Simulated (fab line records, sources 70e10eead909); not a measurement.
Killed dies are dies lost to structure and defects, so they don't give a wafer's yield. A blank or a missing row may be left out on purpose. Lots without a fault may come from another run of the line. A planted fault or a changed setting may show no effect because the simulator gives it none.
A struck lot beside a sound one | flow nand_harc | 14 steps out of a route of 1302
Sound: wafers L516.1, L516.4, L516.5. Struck: wafers L521.2, L521.3, L521.5. The cause comes at the end.
At each step with rows: each side's tool, then ch and its chambers, then its first start. Under that, the readings that differ: sound wafers | struck wafers | difference of the means | sigmas: that difference in standard deviations of wafers without a fault.
alike: readings whose means differ by less than 2 such deviations, and words and numbers that are the same on both sides. not compared: withheld readings, readings that some wafer has no value for, bounds like >300 that may hide the same value, and numbers for which the record gives no deviation and whose values overlap.
The two part at a step that has a row with sigmas, a row that says differs or no value, or rows on one side only. Numbers that don't overlap but have no deviation are shown without sigmas and don't part them. A reading that every wafer of one side lacks parts them only if that side has two wafers or more.

first, 2 steps without rows for these wafers: NHARC_P_M2_PRE_CLEAN_30 (time 30 s); NHARC_P_M2_PVD_20 (deposits TaN, target thk 5 nm, time 8.06 s).
NHARC_P_M2_PVD_21: deposits Cu, target thk 30 nm, time 20.49 s.
  sound on pvd_sputter-01; struck on pvd_sputter-02
  alike: substrate_temp_c, throttle_valve_pct
then, 1 step without rows for these wafers: NHARC_P_M2_ECD_22 (material Cu, target thk 400 nm).
NHARC_P_M2_ANNEAL_31: time 90 s.
  sound on rtp_anneal-02 ch 0, day 8 07:10; struck on rtp_anneal-02 ch 0, day 10 12:32
  reading           | sound                | struck               | difference | sigmas
  anneal_temp_c (C) | 224.55 224.55 224.52 | 225.16 225.07 225.21 | +0.61      | +3
  alike: wafer_temp_C_max
NHARC_P_M2_CMP_23: polishes, t overpolish 20 s, target thk 144.3 nm.
  sound on cmp-01 ch 0,1,3, day 8 07:34; struck on cmp-01 ch 1,2,3, day 10 12:49
  reading                | sound          | struck         | difference | sigmas
  time_to_endpoint_s (s) | 24.8 28.0 23.7 | 30.3 29.6 33.9 | +5.8       | +2
  alike: motor_current_A, slurry_flow_ml_min
NHARC_P_M2_THK_MEAS_24: measures by xrf.
  sound on film_metro-02, day 8 07:50; struck on film_metro-02, day 10 13:08
  alike: thk_nm
then, 1 step without rows for these wafers: NHARC_P_M2_SRD_25.
NHARC_P_M2_INSPECT_27:
  sound on defect_inspect-02, day 8 07:59; struck on defect_inspect-02, day 10 13:17
  alike: raw_defect_count
then, 1 step without rows for these wafers: NHARC_P_M2_PRE_CLEAN_32 (time 12 s).
NHARC_P_M2_DEP_33: deposits SiCN, target thk 30 nm.
  sound on pecvd-04 ch 0,2, day 8 08:11; struck on pecvd-04 ch 0,1, day 10 13:26
  alike: heater_power_w
  not compared: since_wet_clean_h
NHARC_P_BONDPAD_DEP_00: deposits SiCN, target thk 250 nm.
  sound on pecvd-01 ch 0,2, day 8 08:35; struck on pecvd-04 ch 1,2, day 10 14:50
  alike: heater_power_w
  not compared: since_wet_clean_h
NHARC_P_BONDPAD_CMP_32: polishes SiCN, target thk 200 nm.
  sound on cmp-04 ch 0,1,2, day 8 09:01; struck on cmp-04 ch 0,1, day 10 15:20
  alike: motor_current_A, slurry_flow_ml_min
-- the record jumps here: 18 days lie between the struck wafers' starts before and after (it left off in module P_BONDPAD and takes up again in module END, whose first step shown is number 1302 of the route) --
NHARC_END_SORT_01:
  sound on prober-01 ch 0, day 25 21:24; struck on prober-02 ch 0, day 28 07:37
  alike: defect_limited_yield, killed_at_array, killed_at_other, killed_at_periphery, killed_dies, killed_open, killed_short, sort_bin_2_pct, sort_bin_3_pct, sort_bin_4_pct, sort_n_pass, sort_rim_yield_pct, sort_yield_pct

WHERE THEY PART
First at NHARC_P_M2_ANNEAL_31; last, within this record, at NHARC_P_M2_CMP_23. Later steps at which nothing parts them and some readings are alike: NHARC_P_M2_THK_MEAS_24, NHARC_P_M2_INSPECT_27, NHARC_P_M2_DEP_33, NHARC_P_BONDPAD_DEP_00, NHARC_P_BONDPAD_CMP_32, NHARC_END_SORT_01.

WHY: what the simulator had put in
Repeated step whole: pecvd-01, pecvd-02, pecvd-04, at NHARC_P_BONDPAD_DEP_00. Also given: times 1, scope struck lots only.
